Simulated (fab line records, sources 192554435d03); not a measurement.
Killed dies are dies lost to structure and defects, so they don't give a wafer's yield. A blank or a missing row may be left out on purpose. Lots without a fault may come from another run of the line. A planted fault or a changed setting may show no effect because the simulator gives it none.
Chamber matching | flow n5_finfet | N5_FIN_SAQP_SPACER2_ALD_28 on ald_sin-04: 4 sister chambers
The step deposits SiO2, target thk 8.1 nm, pulse time 1 s, purge time 2 s. 4 wafers are shown with their chamber, then 8 later ones without.

WAFERS WITH THEIR CHAMBER
wafer  | chamber | heater_power_w (W)
L089.2 | 3       | 477
L089.5 | 1       | 461
L089.6 | 0       | 398
L091.1 | 2       | 363

WAFERS WITHOUT THEIR CHAMBER
wafer  | heater_power_w (W)
L091.2 | 465
L091.6 | 448
L094.3 | 458
L094.4 | 368
L094.5 | 406
L096.1 | 461
L096.2 | 471
L096.5 | 406

WHICH CHAMBER EACH WENT THROUGH
wafer  | from the rows above     | in truth
L091.2 | can't be placed: 1 or 3 | 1
L091.6 | 1                       | 1
L094.3 | 1                       | 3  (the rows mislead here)
L094.4 | 2                       | 2
L094.5 | 0                       | 0
L096.1 | 1                       | 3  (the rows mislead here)
L096.2 | can't be placed: 3 or 1 | 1
L096.5 | 0                       | 0
Placed correctly: 4 of 8. Can't be placed from these rows: 2 (the true chamber is among the candidates in 2). Placed wrongly: 2.
How it was worked out, from the rows above alone: a wafer's distance from a chamber is the root of the sum, over the readings, of the square of ((its reading less the chamber's mean) divided by the reading's scatter). The wafer belongs to the nearest chamber; if the next one is less than 2 further off, it can't be placed. A chamber's mean is the mean of its shown wafers. The scatter: with one shown wafer a chamber, the root of the mean of the squares of how far each hidden wafer lies from its nearest shown one.
